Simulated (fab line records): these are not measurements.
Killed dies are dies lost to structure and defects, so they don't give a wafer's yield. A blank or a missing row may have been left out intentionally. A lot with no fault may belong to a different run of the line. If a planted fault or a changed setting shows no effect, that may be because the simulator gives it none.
fab line records	flow n5-finfet
record lots=12	wafers=36	last-day=17
route steps=1938 shown BEOL_M8@1370 PAD_METAL@1895 PASSIVATION@1936
lots with no fault: from the same line, run without faults
start-h: hours from the record's first day to the start of the lot's first wafer shown	wait-h: hours since the lot's step before	" identical to the entry in the row above	L1.1+2: a row that stands for several wafers	- no value present, or no start provided	* or withheld: withheld	< > ~ a bound
route shown NAME@n: names a module that has steps shown in the file, with the first one's number in the route	usual: mean and standard deviation over wafers with no fault	same: alike in all rows	chamber/n: place in a boat	sites: per-site readings	_std_site: standard deviation of those values	_edge_site: inner sites' mean taken away from outer sites' mean	radius-mm: for every site, how far away it sits from the centre of the wafer	mask NAME#n: copy n	behind: the tool/chamber that last shaped the wafer	hold: cause of the lot's hold/its duration in hours/its outcome	device: which transistor (n, p or np) failed to switch	end of line: the same wafers' tests at the end of the route	a step with no rows: only its recipe	killed: dies that structure and defects cost at the first sort, which is not the same as the wafer's yield	map: a wafer's dies, x killed, . not, _ none there
set.NAME: the setting that was run; set.NAME@STEP: the one run at that earlier step	model.NAME: the simulator's own value behind a step, which no gauge read
route steps across a sampled set of lots; one table per step, one row per wafer
services: when a tool's chamber went out of use (start-h, in hours from the record's first day, below 0 if earlier), for how many hours, and the reason
## steps
# step N5_BEOL_M8_ETCH_65
# recipe chemistry=CF4	target=SiARC	target-depth-a=156	mask-material=CAR-EUV	time-s=26	ion-energy-ev=80	pressure-mtorr=40	source-w=545	bias-w=36	Ar_flow_sccm=100	cf4-flow-sccm=100	ends=cleared
# usual chamber-pressure-mTorr=40.00/0.037	drypump-motor-current-A=5.6/0.57	etch-rf-on-time-s=25.9/0.52	oes-product-au=0.68/0.06	rf-vpp-V=183.8/1.3	showerhead-plenum-p-Torr=2.12/0.081	throttle-valve-pct=15.64/0.22
lot.wafer	tool	chamber	start-h	wait-h	chamber-pressure-mTorr	drypump-motor-current-A	etch-rf-on-time-s	oes-product-au	rf-hours-counter-h	rf-vpp-V	showerhead-plenum-p-Torr	throttle-valve-pct
L679.1	rie-diel-03	3	223.00	0.0	40.01	5.5	27.3	0.61	178	181.0	1.98	15.77
L679.4	"	0	"	"	40.06	5.3	26.0	0.69	103	182.1	2.08	15.63
L679.6	"	1	"	"	39.97	6.3	25.9	0.58	-	184.6	2.20	16.10
L682.3	rie-diel-05	3	234.33	0.0	39.95	4.7	26.2	0.68	92	183.1	2.08	15.70
L682.5	"	0	"	"	39.92	5.2	26.1	0.63	-	183.7	2.05	15.45
L682.6	"	1	"	"	40.02	5.9	25.7	0.69	-	182.9	2.09	15.84
L681.2	rie-diel-03	2	243.11	0.0	40.00	4.8	25.6	0.77	39	183.7	2.09	15.29
L681.3	"	1	"	"	40.02	6.3	25.9	0.57	246	185.5	2.20	16.12
L681.6	"	1	"	"	40.06	6.3	26.0	0.57	-	185.5	2.20	16.10
L685.2	rie-diel-03	1	257.38	0.0	39.99	6.3	25.6	0.57	250	184.1	2.20	16.12
L685.4	"	2	"	"	40.03	4.8	26.0	0.76	43	183.4	2.09	15.32
L685.5	"	1	"	"	39.98	6.3	25.7	0.57	-	183.8	2.20	16.11
L680.2	rie-diel-04	0	265.61	0.0	39.97	6.4	25.9	0.66	117	185.4	2.24	15.56
L680.5	"	3	"	"	40.03	6.0	25.3	0.76	-	186.0	2.26	15.60
L680.6	"	0	"	"	39.98	6.5	26.1	0.66	-	184.9	2.24	15.53
L683.2	rie-diel-05	3	265.66	0.0	40.02	4.7	25.9	0.68	104	182.1	2.08	15.71
L683.3	"	0	"	"	40.02	5.2	25.9	0.63	167	183.0	2.05	15.49
L683.4	"	1	"	"	39.95	5.9	25.4	0.68	113	183.8	2.08	15.86
L686.1	rie-diel-05	2	276.24	0.0	39.99	6.0	25.6	0.66	133	184.6	2.14	15.85
L686.2	"	0	"	"	40.00	5.1	26.4	0.62	170	183.7	2.05	15.48
L686.4	"	3	"	"	40.01	4.7	26.0	0.66	106	184.0	2.08	15.71
L687.1	rie-diel-04	0	278.82	0.0	40.01	6.5	26.2	0.66	122	184.7	2.24	15.54
L687.2	"	1	"	"	39.98	6.1	25.5	0.71	89	185.6	2.24	15.39
L687.3	"	3	"	"	39.97	5.9	25.0	0.76	44	184.2	2.25	15.59
L688.1	rie-diel-04	3	286.57	0.0	39.98	5.9	25.3	0.75	48	184.7	2.25	15.61
L688.3	"	0	"	"	39.99	6.5	26.1	0.65	125	185.3	2.24	15.54
L688.4	"	2	"	"	40.04	5.8	26.0	0.78	22	184.4	2.11	15.16
L689.1	rie-diel-05	1	291.51	0.0	40.02	5.8	25.8	0.68	123	184.7	2.08	15.88
L689.2	"	0	"	"	39.93	5.1	26.4	0.62	177	181.8	2.05	15.52
L689.4	"	3	"	"	40.01	4.7	26.1	0.67	112	184.6	2.08	15.72
L691.1	rie-diel-05	0	294.11	0.0	40.05	5.1	26.5	0.62	178	183.0	2.05	15.50
L691.3	"	3	"	"	39.90	4.7	26.3	0.66	113	183.1	2.07	15.73
L691.4	"	1	"	"	40.00	5.8	25.6	0.67	125	182.7	2.08	15.88
L699.1	rie-diel-03	2	340.31	0.0	40.02	4.8	25.9	0.72	71	183.4	2.08	15.37
L699.4	"	0	"	"	40.02	5.3	25.9	0.66	143	184.1	2.06	15.73
L699.5	"	3	"	"	40.01	5.5	27.5	0.58	-	181.2	1.97	15.84
# step N5_PASSIVATION_SPUTTER_20
# recipe material=TaN	target-thk-a=500	temp-c=25	chamber-pressure-pa=0.4
# usual substrate-temp-c=24.98/0.11	throttle-valve-pct=29.9/0.87
lot.wafer	tool	chamber	start-h	wait-h	substrate-temp-c	throttle-valve-pct
L679.1	pvd-sputter-02	-	284.33	0.0	25.07	29.9
L679.4	"	-	"	"	25.06	29.8
L679.6	"	-	"	"	25.09	29.8
L682.3	pvd-sputter-01	-	303.38	0.0	25.16	30.1
L682.5	"	-	"	"	25.03	27.5
L682.6	"	-	"	"	24.84	29.7
L681.2	pvd-sputter-03	-	307.74	0.0	24.98	29.6
L681.3	"	-	"	"	25.08	30.5
L681.6	"	-	"	"	25.11	29.7
L685.2	pvd-sputter-03	-	327.56	0.0	25.03	30.5
L685.4	"	-	"	"	25.10	31.8
L685.5	"	-	"	"	24.97	31.6
L680.2	pvd-sputter-01	-	331.93	0.0	24.90	30.5
L680.5	"	-	"	"	25.03	30.3
L680.6	"	-	"	"	24.89	30.5
L683.2	pvd-sputter-03	-	336.05	0.0	25.07	31.5
L683.3	"	-	"	"	24.99	29.6
L683.4	"	-	"	"	25.05	29.6
L686.1	pvd-sputter-03	-	340.80	0.0	24.71	29.6
L686.2	"	-	"	"	25.07	29.9
L686.4	"	-	"	"	24.95	30.3
L687.1	pvd-sputter-03	-	341.52	0.0	25.07	29.5
L687.2	"	-	"	"	25.00	29.9
L687.3	"	-	"	"	25.01	30.4
L688.1	pvd-sputter-03	-	350.82	0.0	25.03	31.6
L688.3	"	-	"	"	25.14	29.4
L688.4	"	-	"	"	24.91	30.7
L689.1	pvd-sputter-03	-	351.16	0.0	24.87	29.6
L689.2	"	-	"	"	24.88	30.4
L689.4	"	-	"	"	24.95	31.4
L691.1	pvd-sputter-01	-	351.75	0.0	25.04	30.5
L691.3	"	-	"	"	25.08	30.1
L691.4	"	-	"	"	24.94	29.8
L699.1	pvd-sputter-02	-	408.92	0.0	25.01	30.1
L699.4	"	-	"	"	25.02	30.0
L699.5	"	-	"	"	25.01	29.5
# step N5_PASSIVATION_PROBE_49
# usual defect-limited-yield=91.2/1.5	killed_at_M0_to_M3=34/11	killed_at_M4_up=14/5.4	killed-at-contacts=12/5.9	killed-at-front-end=40/12	killed-at-other=4/3.3	killed-dies=103/18	killed-open=68/13	killed-short=34/7.5	sort_bin_5_function=5.1/1	sort_bin_6_memory=3.3/0.7	sort_bin_8_speed=0.03/0.27	sort-n-pass=1076/18	sort-yield-pct=91.2/1.5
# same gross-dies=1180	killed-at-back-side=0	sort_bin_4_leakage[%]=0
lot.wafer	tool	chamber	start-h	wait-h	defect-limited-yield[%]	killed_at_M0_to_M3	killed_at_M4_up	killed-at-contacts	killed-at-front-end	killed-at-other	killed-dies	killed-open	killed-short	sort_bin_5_function[%]	sort_bin_6_memory[%]	sort_bin_8_speed[%]	sort-n-pass	sort-yield-pct[%]
L679.1	prober-02	-	292.20	0.0	89.7	26	7	10	73	5	121	84	35	6.1	3.7	0	1059	89.7
L679.4	prober-02	-	292.35	0.2	88.1	26	7	14	91	2	140	95	44	6.1	5.4	0	1040	88.1
L679.6	prober-02	-	292.45	0.3	85.5	20	12	28	98	13	171	101	69	8.4	5.7	0	1009	85.5
L682.3	prober-02	-	311.13	0.1	90.3	44	20	15	31	4	114	83	31	5.6	3.9	0	1066	90.3
L682.5	prober-02	-	311.23	0.2	88.6	45	18	9	52	10	134	80	54	6.7	4.1	0	1046	88.6
L682.6	prober-02	-	311.28	0.3	92.5	32	10	7	39	0	88	57	29	4.7	2.3	0	1092	92.5
L681.2	prober-01	-	313.43	0.1	91.8	36	15	9	35	2	97	67	30	4.0	4.1	0	1083	91.8
L681.3	prober-01	-	313.48	0.1	88.6	52	14	12	54	2	134	86	48	6.4	4.7	0	1046	88.6
L681.6	prober-01	-	313.63	0.3	89.3	47	15	12	46	6	126	81	43	6.6	3.6	0	1054	89.3
L685.2	prober-01	-	334.26	0.1	92.2	32	15	2	41	2	92	57	34	4.7	2.8	0	1088	92.2
L685.4	prober-01	-	334.36	0.2	91.4	19	14	9	57	3	102	64	37	4.6	3.8	0	1078	91.4
L685.5	prober-01	-	334.41	0.2	92.2	17	21	12	41	1	92	63	29	5.1	2.5	0	1088	92.2
L680.2	prober-02	-	338.05	0.1	88.9	39	14	15	58	5	131	86	44	6.4	4.5	0	1049	88.9
L680.5	prober-02	-	338.20	0.2	90.9	36	18	7	43	3	107	62	44	5.3	3.5	0	1073	90.9
L680.6	prober-02	-	338.25	0.3	90.3	39	14	25	35	2	115	74	41	5.8	3.4	0	1065	90.3
L683.2	prober-02	-	343.30	0.9	88.9	60	8	8	51	4	131	80	48	6.4	4.3	0	1049	88.9
L683.3	prober-02	-	343.35	1.0	90.2	41	19	13	39	4	116	87	28	7.3	2.5	0	1064	90.2
L683.4	prober-02	-	343.40	1.0	88.5	50	16	15	55	0	136	93	41	6.2	4.5	0	1044	88.5
L686.1	prober-01	-	347.07	0.0	90.3	41	11	23	38	1	114	68	45	5.5	3.6	0	1066	90.3
L686.2	prober-01	-	347.12	0.1	89.7	26	23	18	51	3	121	91	30	5.0	5.3	0	1059	89.7
L686.4	prober-01	-	347.22	0.2	92.9	31	20	7	25	1	84	54	27	4.3	2.6	0	1096	92.9
L687.1	prober-02	-	347.80	0.0	89.5	55	11	2	43	13	124	80	43	6.0	4.0	0	1056	89.5
L687.2	prober-02	-	347.85	0.1	92.8	24	9	9	35	8	85	54	29	4.7	2.5	0	1095	92.8
L687.3	prober-02	-	347.90	0.1	91.7	41	14	7	25	11	98	62	35	4.2	3.7	0	1082	91.7
L688.1	prober-01	-	356.39	0.0	90.3	43	18	17	31	6	115	82	32	5.3	4.2	0	1065	90.3
L688.3	prober-01	-	356.49	0.1	91.4	32	18	17	31	4	102	69	31	5.2	3.1	3.22	1040	88.1
L688.4	prober-01	-	356.54	0.2	88.5	48	23	12	34	19	136	93	42	6.9	4.3	0	1044	88.5
L691.1	prober-02	-	357.50	0.0	90.1	34	28	12	42	1	117	88	29	6.5	3.1	0	1063	90.1
L691.3	prober-02	-	357.60	0.1	92.1	23	26	8	35	1	93	62	29	4.4	2.8	0	1087	92.1
L691.4	prober-02	-	357.65	0.2	91.4	40	17	8	35	1	101	72	28	5.0	3.4	0	1079	91.4
L689.1	prober-01	-	359.48	0.0	92.0	27	21	4	41	1	94	66	28	5.0	2.6	0	1086	92.0
L689.2	prober-01	-	359.53	0.1	92.5	31	12	9	36	1	89	51	36	4.1	2.9	0	1091	92.5
L689.4	prober-01	-	359.63	0.2	90.8	26	28	10	42	3	109	75	33	5.3	3.6	0	1071	90.8
L699.1	prober-01	-	414.44	0.0	90.4	41	9	6	50	7	113	65	46	5.7	3.4	0	1067	90.4
L699.4	prober-01	-	414.59	0.2	87.8	37	66	4	34	3	144	57	32	6.4	3.6	0	1036	87.8
L699.5	prober-01	-	414.64	0.2	93.1	33	8	4	34	2	81	50	31	4.0	2.6	0	1099	93.1
# killed by level:class
L679.1 FIN_SAQP:geometric-particle:open=18 STI_FIN_REVEAL:geometric-particle:open=16 BEOL_M0_SAQP:geometric-particle:short=14 GATE_CUT:geometric-particle:short=10 MOL_CONTACT_COAG:geometric-particle:open=8 DUMMY_GATE:geometric-particle:open=7 FIN_SAQP:geometric-particle:short=6 BEOL_M2:geometric-particle:open=5
L679.4 STI_FIN_REVEAL:geometric-particle:open=28 FIN_SAQP:geometric-particle:short=18 FIN_SAQP:geometric-particle:open=16 MOL_CONTACT_COAG:geometric-particle:open=10 GATE_CUT:geometric-particle:open=9 GATE_CUT:geometric-particle:short=8 BEOL_M0_SAQP:geometric-particle:open=8 DUMMY_GATE:geometric-particle:open=4
L679.6 MOL_CONTACT_COAG:geometric-particle:open=21 STI_FIN_REVEAL:geometric-particle:open=19 GATE_CUT:geometric-particle:short=18 FIN_SAQP:geometric-particle:short=17 FIN_SAQP:geometric-particle:open=13 BEOL_M2:geometric-particle:open=8 GATE_CUT:geometric-particle:open=7 MOL_CONTACT_COAG:geometric-particle:short=7
L682.3 MOL_CONTACT_COAG:geometric-particle:open=15 FIN_SAQP:geometric-particle:open=12 BEOL_M0_SAQP:geometric-particle:short=10 BEOL_M0_SAQP:geometric-particle:open=10 BEOL_M3:geometric-particle:open=10 BEOL_M4:geometric-particle:open=9 STI_FIN_REVEAL:geometric-particle:open=8 BEOL_M3:geometric-particle:short=7
L682.5 FIN_SAQP:geometric-particle:open=23 FIN_SAQP:geometric-particle:short=13 BEOL_M0_SAQP:geometric-particle:short=13 BEOL_M0_SAQP:geometric-particle:open=10 BEOL_M4:geometric-particle:open=9 MOL_CONTACT_COAG:geometric-particle:open=8 BEOL_M3:geometric-particle:open=6 DUMMY_GATE:geometric-particle:open=5
L682.6 FIN_SAQP:geometric-particle:open=7 BEOL_M0_SAQP:geometric-particle:open=7 BEOL_M2:geometric-particle:open=7 GATE_CUT:geometric-particle:short=6 MOL_CONTACT_COAG:geometric-particle:open=6 BEOL_M0_SAQP:geometric-particle:short=6 FIN_SAQP:geometric-particle:short=5 STI_FIN_REVEAL:geometric-particle:open=5
L681.2 BEOL_M0_SAQP:geometric-particle:short=12 BEOL_M0_SAQP:geometric-particle:open=9 MOL_CONTACT_COAG:geometric-particle:open=8 BEOL_M4:geometric-particle:open=8 DUMMY_GATE:geometric-particle:open=7 FIN_SAQP:geometric-particle:short=6 FIN_SAQP:geometric-particle:open=6 BEOL_M2:geometric-particle:open=6
L681.3 BEOL_M0_SAQP:geometric-particle:short=18 BEOL_M0_SAQP:geometric-particle:open=15 BEOL_M2:geometric-particle:open=13 FIN_SAQP:geometric-particle:open=12 STI_FIN_REVEAL:geometric-particle:open=11 MOL_CONTACT_COAG:geometric-particle:open=11 FIN_SAQP:geometric-particle:short=10 BEOL_M4:geometric-particle:open=9
L681.6 BEOL_M0_SAQP:geometric-particle:open=21 STI_FIN_REVEAL:geometric-particle:open=14 BEOL_M0_SAQP:geometric-particle:short=13 MOL_CONTACT_COAG:geometric-particle:open=9 BEOL_M4:geometric-particle:open=8 FIN_SAQP:geometric-particle:open=6 GATE_CUT:geometric-particle:short=6 BEOL_M2:geometric-particle:open=5
L685.2 FIN_SAQP:geometric-particle:open=10 BEOL_M0_SAQP:geometric-particle:open=10 FIN_SAQP:geometric-particle:short=9 BEOL_M0_SAQP:geometric-particle:short=9 BEOL_M4:geometric-particle:open=5 STARTING-WAFER:geometric-particle:open=5 STI_FIN_REVEAL:geometric-particle:open=4 GATE_CUT:geometric-particle:short=4
L685.4 FIN_SAQP:geometric-particle:short=19 FIN_SAQP:geometric-particle:open=17 BEOL_M4:geometric-particle:open=7 MOL_CONTACT_COAG:geometric-particle:open=6 STI_FIN_REVEAL:geometric-particle:open=6 BEOL_M0_SAQP:geometric-particle:open=6 BEOL_M1:geometric-particle:open=4 DUMMY_GATE:geometric-particle:open=3
L685.5 MOL_CONTACT_COAG:geometric-particle:open=11 FIN_SAQP:geometric-particle:open=10 GATE_CUT:geometric-particle:open=6 GATE_CUT:geometric-particle:short=6 BEOL_M0_SAQP:geometric-particle:open=6 BEOL_M4:geometric-particle:open=6 BEOL_M0_SAQP:geometric-particle:short=4 BEOL_M6:geometric-particle:open=4
L680.2 FIN_SAQP:geometric-particle:short=17 MOL_CONTACT_COAG:geometric-particle:open=15 FIN_SAQP:geometric-particle:open=14 BEOL_M1:geometric-particle:open=12 BEOL_M4:geometric-particle:open=7 STI_FIN_REVEAL:geometric-particle:short=6 STI_FIN_REVEAL:geometric-particle:open=6 BEOL_M3:geometric-particle:open=6
L680.5 BEOL_M4:geometric-particle:open=12 BEOL_M3:geometric-particle:open=9 FIN_SAQP:geometric-particle:short=8 STI_FIN_REVEAL:geometric-particle:open=8 MOL_CONTACT_COAG:geometric-particle:open=6 BEOL_M0_SAQP:geometric-particle:short=6 FIN_SAQP:geometric-particle:open=5 BEOL_M4:geometric-particle:short=5
L680.6 MOL_CONTACT_COAG:geometric-particle:open=20 BEOL_M3:geometric-particle:open=12 FIN_SAQP:geometric-particle:short=8 BEOL_M0_SAQP:geometric-particle:open=6 GATE_CUT:geometric-particle:short=5 MOL_CONTACT_COAG:geometric-particle:short=5 BEOL_M1:geometric-particle:open=4 DUMMY_GATE:geometric-particle:open=4
L683.2 STI_FIN_REVEAL:geometric-particle:open=15 BEOL_M3:geometric-particle:open=15 GATE_CUT:geometric-particle:short=11 BEOL_M0_SAQP:geometric-particle:short=11 BEOL_M0_SAQP:geometric-particle:open=9 MOL_CONTACT_COAG:geometric-particle:open=6 BEOL_M0:geometric-particle:open=6 BEOL_M2:geometric-particle:open=6
L683.3 BEOL_M3:geometric-particle:open=17 MOL_CONTACT_COAG:geometric-particle:open=13 BEOL_M4:geometric-particle:open=11 STI_FIN_REVEAL:geometric-particle:open=10 GATE_CUT:geometric-particle:open=7 BEOL_M0_SAQP:geometric-particle:short=6 BEOL_M1:geometric-particle:open=6 GATE_CUT:geometric-particle:short=4
L683.4 STI_FIN_REVEAL:geometric-particle:open=17 BEOL_M3:geometric-particle:open=12 GATE_CUT:geometric-particle:short=11 MOL_CONTACT_COAG:geometric-particle:open=9 BEOL_M0_SAQP:geometric-particle:open=8 BEOL_M2:geometric-particle:open=8 BEOL_M4:geometric-particle:open=8 GATE_CUT:geometric-particle:open=6
L686.1 MOL_CONTACT_COAG:geometric-particle:open=20 FIN_SAQP:geometric-particle:short=10 BEOL_M0_SAQP:geometric-particle:short=10 BEOL_M0_SAQP:geometric-particle:open=9 FIN_SAQP:geometric-particle:open=6 STI_FIN_REVEAL:geometric-particle:open=6 BEOL_M2:geometric-particle:short=6 BEOL_M4:geometric-particle:open=6
L686.2 FIN_SAQP:geometric-particle:open=16 MOL_CONTACT_COAG:geometric-particle:open=14 BEOL_M5:geometric-particle:open=12 FIN_SAQP:geometric-particle:short=11 STI_FIN_REVEAL:geometric-particle:open=9 BEOL_M4:geometric-particle:open=8 BEOL_M2:geometric-particle:open=7 BEOL_M3:geometric-particle:open=5
L686.4 BEOL_M0_SAQP:geometric-particle:open=9 BEOL_M3:geometric-particle:open=8 BEOL_M4:geometric-particle:open=7 MOL_CONTACT_COAG:geometric-particle:open=6 FIN_SAQP:geometric-particle:open=4 FIN_SAQP:geometric-particle:short=4 GATE_CUT:geometric-particle:short=3 BEOL_M0_SAQP:geometric-particle:short=3
L687.1 BEOL_M0_SAQP:geometric-particle:open=18 BEOL_M0_SAQP:geometric-particle:short=14 BEOL_M1:geometric-particle:open=12 STI_FIN_REVEAL:geometric-particle:open=11 FIN_SAQP:geometric-particle:open=10 FIN_SAQP:geometric-particle:short=7 DUMMY_GATE:geometric-particle:open=4 BEOL_M3:geometric-particle:open=4
L687.2 FIN_SAQP:geometric-particle:short=11 MOL_CONTACT_COAG:geometric-particle:open=9 STI_FIN_REVEAL:geometric-particle:open=7 DUMMY_GATE:geometric-particle:open=5 BEOL_M0_SAQP:geometric-particle:short=5 BEOL_M0_SAQP:geometric-particle:open=5 PASS1_DEP:geometric-particle:short=3 BEOL_M1:geometric-particle:open=3
L687.3 BEOL_M0_SAQP:geometric-particle:open=8 BEOL_M3:geometric-particle:open=8 FIN_SAQP:geometric-particle:open=7 FIN_SAQP:geometric-particle:short=6 BEOL_M1:geometric-particle:open=6 BEOL_M2:geometric-particle:open=6 BEOL_M5:geometric-particle:open=6 BEOL_M0_SAQP:geometric-particle:short=5
L688.1 MOL_CONTACT_COAG:geometric-particle:open=16 STI_FIN_REVEAL:geometric-particle:open=10 BEOL_M3:geometric-particle:open=9 BEOL_M1:geometric-particle:open=8 BEOL_M0_SAQP:geometric-particle:short=7 BEOL_M2:geometric-particle:open=6 BEOL_M4:geometric-particle:open=6 BEOL_M0_SAQP:geometric-particle:open=5
L688.3 MOL_CONTACT_COAG:geometric-particle:open=12 BEOL_M4:geometric-particle:open=10 DUMMY_GATE:geometric-particle:open=8 BEOL_M0_SAQP:geometric-particle:open=7 BEOL_M3:geometric-particle:open=6 STARTING-WAFER:geometric-particle:short=6 MOL_CONTACT_COAG:geometric-particle:short=5 STI_FIN_REVEAL:geometric-particle:open=5
L688.4 BEOL_M0_SAQP:geometric-particle:open=18 BEOL_M0_SAQP:geometric-particle:short=12 BEOL_M4:geometric-particle:open=11 MOL_CONTACT_COAG:geometric-particle:open=10 FIN_SAQP:geometric-particle:open=9 DUMMY_GATE:geometric-particle:open=9 STI_FIN_REVEAL:geometric-particle:open=8 BEOL_M3:geometric-particle:open=8
L691.1 STI_FIN_REVEAL:geometric-particle:open=14 BEOL_M4:geometric-particle:open=13 MOL_CONTACT_COAG:geometric-particle:open=11 BEOL_M1:geometric-particle:open=10 BEOL_M0_SAQP:geometric-particle:open=8 BEOL_M0_SAQP:geometric-particle:short=5 BEOL_M2:geometric-particle:open=5 BEOL_M4:geometric-particle:short=5
L691.3 BEOL_M4:geometric-particle:open=13 STI_FIN_REVEAL:geometric-particle:open=8 MOL_CONTACT_COAG:geometric-particle:open=7 BEOL_M0_SAQP:geometric-particle:short=7 BEOL_M4:geometric-particle:short=7 BEOL_M3:geometric-particle:open=6 FIN_SAQP:geometric-particle:open=4 GATE_CUT:geometric-particle:short=4
L691.4 BEOL_M1:geometric-particle:open=10 STI_FIN_REVEAL:geometric-particle:open=9 BEOL_M2:geometric-particle:open=8 BEOL_M0_SAQP:geometric-particle:open=7 BEOL_M3:geometric-particle:open=7 BEOL_M4:geometric-particle:open=7 BEOL_M0_SAQP:geometric-particle:short=6 ILD0:geometric-particle:open=5
L689.1 BEOL_M4:geometric-particle:open=11 FIN_SAQP:geometric-particle:open=10 FIN_SAQP:geometric-particle:short=7 BEOL_M0_SAQP:geometric-particle:open=6 BEOL_M2:geometric-particle:open=6 STI_FIN_REVEAL:geometric-particle:open=5 BEOL_M3:geometric-particle:open=5 BEOL_M0_SAQP:geometric-particle:short=4
L689.2 BEOL_M0_SAQP:geometric-particle:short=11 BEOL_M0_SAQP:geometric-particle:open=10 ILD0:geometric-particle:short=8 MOL_CONTACT_COAG:geometric-particle:open=8 FIN_SAQP:geometric-particle:open=5 FIN_SAQP:geometric-particle:short=5 STI_FIN_REVEAL:geometric-particle:open=4 BEOL_M3:geometric-particle:open=4
L689.4 BEOL_M4:geometric-particle:open=17 FIN_SAQP:geometric-particle:short=16 FIN_SAQP:geometric-particle:open=14 MOL_CONTACT_COAG:geometric-particle:open=10 BEOL_M0_SAQP:geometric-particle:open=7 BEOL_M0:geometric-particle:open=6 ILD0:geometric-particle:short=4 BEOL_M0_SAQP:geometric-particle:short=4
L699.1 BEOL_M0_SAQP:geometric-particle:short=16 FIN_SAQP:geometric-particle:short=13 STI_FIN_REVEAL:geometric-particle:open=13 BEOL_M0_SAQP:geometric-particle:open=9 FIN_SAQP:geometric-particle:open=8 BEOL_M1:geometric-particle:open=7 BEOL_M3:geometric-particle:open=5 STI_FIN_REVEAL:geometric-particle:short=4
L699.4 BEOL_M8:unspecified=52 BEOL_M1:geometric-particle:open=13 FIN_SAQP:geometric-particle:short=9 BEOL_M3:geometric-particle:open=9 BEOL_M4:geometric-particle:open=7 STI_FIN_REVEAL:geometric-particle:open=6 GATE_CUT:geometric-particle:short=5 BEOL_M0_SAQP:geometric-particle:open=5
L699.5 BEOL_M0_SAQP:geometric-particle:open=10 FIN_SAQP:geometric-particle:short=7 FIN_SAQP:geometric-particle:open=6 BEOL_M2:geometric-particle:open=6 BEOL_M0_SAQP:geometric-particle:short=5 BEOL_M1:geometric-particle:open=5 MOL_CONTACT_COAG:geometric-particle:open=4 STI_FIN_REVEAL:geometric-particle:open=3
## services
tool	chamber	start-h	hours	kind
rie-diel-04	-	199.04	0.5	repair
rie-diel-04	2	202.38	-	clean
rie-diel-04	2	202.38	-	consumable-replace:focus-ring
rie-diel-04	2	202.38	27.5	scheduled-down
rie-diel-04	2	202.38	27.5	vent-cycle
rie-diel-03	1	258.58	-	clean
rie-diel-03	1	258.58	-	consumable-replace:focus-ring
rie-diel-03	1	258.58	25.3	scheduled-down
rie-diel-03	1	258.58	25.3	vent-cycle
pvd-sputter-02	-	281.96	0.5	repair
rie-diel-03	-	282.27	14.6	pm
rie-diel-05	-	290.03	0.5	repair
rie-diel-04	-	306.33	0.4	repair
rie-diel-03	3	374.28	19.2	repair
pvd-sputter-03	-	407.82	2.5	repair
## key
first-sign step=N5_PASSIVATION_PROBE_49	reading=killed_at_M4_up	direction=up	sigmas=9.7	usual=14	struck=66
more-kills-born-at N5_BEOL_M8_ETCH_65@rie-diel-03=52
met-at N5_BEOL_M8_ETCH_65
struck-lots L699
struck-wafers L699.4
not-acting-at N5_PASSIVATION_SPUTTER_20
onset-between 223.00 340.31
fault kind=chamber-particle-source	tool=rie-diel-03	chamber=0	onset-h=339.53	steps=N5_BEOL_M8_ETCH_65	rate-per-visit-cm2=1.8295	end-h=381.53
